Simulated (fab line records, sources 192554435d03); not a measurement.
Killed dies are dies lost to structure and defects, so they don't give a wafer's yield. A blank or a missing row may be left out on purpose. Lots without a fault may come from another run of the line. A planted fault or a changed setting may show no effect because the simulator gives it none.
A struck lot beside a sound one | flow n5_finfet | 16 steps out of a route of 1938
Sound: wafers L150.2, L150.4, L150.5. Struck: wafers L156.1, L156.3, L156.5. The cause comes at the end.
At each step with rows: each side's tool, then ch and its chambers, then its first start. Under that, the readings that differ: sound wafers | struck wafers | difference of the means | sigmas: that difference in standard deviations of wafers without a fault.
alike: readings whose means differ by less than 2 such deviations, and words and numbers that are the same on both sides. not compared: withheld readings, readings that some wafer has no value for, bounds like >300 that may hide the same value, and numbers for which the record gives no deviation and whose values overlap.
The two part at a step that has a row with sigmas, a row that says differs or no value, or rows on one side only. Numbers that don't overlap but have no deviation are shown without sigmas and don't part them. A reading that every wafer of one side lacks parts them only if that side has two wafers or more.

first, 2 steps without rows for these wafers: N5_BEOL_M3_CVD_47 (deposits Co from CCTBA/H2, target thk 3 nm, time 223.8 s); N5_BEOL_M3_SPUTTER_48 (material Cu, target thk 4.5 nm, time 8.29 s).
N5_BEOL_M3_ANNEAL_49: time 240 s.
  sound on pvd_sputter-02, day 10 01:08; struck on pvd_sputter-03, day 11 15:28
  alike: heater_power_w, susceptor_temp_C
then, 2 steps without rows for these wafers: N5_BEOL_M3_SPUTTER_79 (material Cu, target thk 4.5 nm, time 8.29 s); N5_BEOL_M3_ANNEAL_80 (time 240 s).
N5_BEOL_M3_SPUTTER_81: material Cu, target thk 4.5 nm, time 8.29 s.
  sound on pvd_sputter-02, day 10 01:29; struck on pvd_sputter-03, day 11 15:52
  alike: throttle_valve_pct
then, 1 step without rows for these wafers: N5_BEOL_M3_ANNEAL_82 (time 240 s).
N5_BEOL_M3_SPUTTER_86: material Cu, target thk 4.5 nm, time 8.29 s.
  sound on pvd_sputter-02, day 10 01:43; struck on pvd_sputter-03, day 11 16:07
  alike: throttle_valve_pct
then, 3 steps without rows for these wafers: N5_BEOL_M3_ANNEAL_87 (time 240 s); N5_BEOL_M3_SPUTTER_88 (material Cu, target thk 4.5 nm, time 8.29 s); N5_BEOL_M3_ANNEAL_89 (time 240 s).
N5_BEOL_M3_SPUTTER_90: material Cu, target thk 4.5 nm, time 8.29 s.
  sound on pvd_sputter-02, day 10 02:09; struck on pvd_sputter-03, day 11 16:35
  alike: throttle_valve_pct
N5_BEOL_M3_ANNEAL_91: time 240 s.
  sound on pvd_sputter-02, day 10 02:14; struck on pvd_sputter-03, day 11 16:40
  no value came back on the struck wafers for heater_power_w (W), susceptor_temp_C (C); on the sound wafers heater_power_w (W) reads 610 851 867
N5_BEOL_M3_SPUTTER_92: material Cu, target thk 4.5 nm, time 8.29 s.
  sound on pvd_sputter-02, day 10 02:22; struck on pvd_sputter-03, day 11 16:49
  alike: throttle_valve_pct
N5_BEOL_M4_RC_MEAS_101:
  sound on prober-01 ch 0, day 10 20:49; struck on prober-01 ch 0, day 12 07:28
  alike: DIBL_N, DIBL_P, IOFF_N, IOFF_P, ION_N, ION_P, SS_N, SS_P, VT_N, VT_P
N5_PASSIVATION_PROBE_49:
  the record has rows for the sound wafers here (prober-01, day 15 01:33) and none for the struck ones

WHERE THEY PART
First at N5_BEOL_M3_ANNEAL_91; last, within this record, at N5_PASSIVATION_PROBE_49.

WHY: what the simulator had put in
Skipped step whole: pvd_sputter-03, from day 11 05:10 on, at N5_BEOL_M3_ANNEAL_91. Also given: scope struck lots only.
